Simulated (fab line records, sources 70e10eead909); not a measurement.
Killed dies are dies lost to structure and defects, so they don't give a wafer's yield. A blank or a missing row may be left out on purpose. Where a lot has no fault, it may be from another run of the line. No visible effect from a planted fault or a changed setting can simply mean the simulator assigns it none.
Matching of chambers | flow nand_harc | NHARC_A_BONDPAD_STRIP_15 on rie_diel-10 has 4 sister chambers
The step strips in O2. 8 wafers are shown with their chamber, then 7 later ones without.

EACH WAFER AND ITS CHAMBER
wafer  | chamber | showerhead_plenum_p_Torr (Torr) | drypump_motor_current_A (A)
L896.6 | 3       | 3.34                            | 5.4
L903.5 | 2       | 3.52                            | 5.7
L912.5 | 3       | 3.33                            | 5.4
L912.6 | 0       | 3.39                            | 6.0
L914.2 | 2       | 3.52                            | 5.7
L914.6 | 1       | 3.49                            | 5.6
L916.2 | 1       | 3.49                            | 5.6
L916.5 | 0       | 3.39                            | 5.9

WAFERS WITH NO CHAMBER GIVEN
wafer  | showerhead_plenum_p_Torr (Torr) | drypump_motor_current_A (A)
L916.6 | 3.49                            | 5.6
L915.1 | 3.52                            | 5.7
L915.5 | 3.52                            | 5.7
L915.6 | 3.33                            | 5.4
L919.1 | 3.49                            | 5.6
L919.2 | 3.33                            | 5.4
L919.6 | 3.49                            | 5.6

WHICH CHAMBER EACH ONE RAN IN
wafer  | from the rows above | in truth
L916.6 | 1                   | 1
L915.1 | 2                   | 2
L915.5 | 2                   | 2
L915.6 | 3                   | 3
L919.1 | 1                   | 1
L919.2 | 3                   | 3
L919.6 | 1                   | 1
7 of 7 placed correctly. Left unplaced by these rows: 0. Wrongly placed: 0.
How it was worked out, from the rows above alone: a wafer's distance from a chamber is the root of the sum, over the readings, of the square of ((its reading less the chamber's mean) divided by the reading's scatter). The wafer belongs to the nearest chamber; if the next one is less than 2 further off, it can't be placed. The mean given for a chamber averages the wafers shown for that chamber. The scatter: take each reading less its chamber's mean, square it, sum over the shown wafers, divide by the number of wafers less the number of chambers, and take the root.
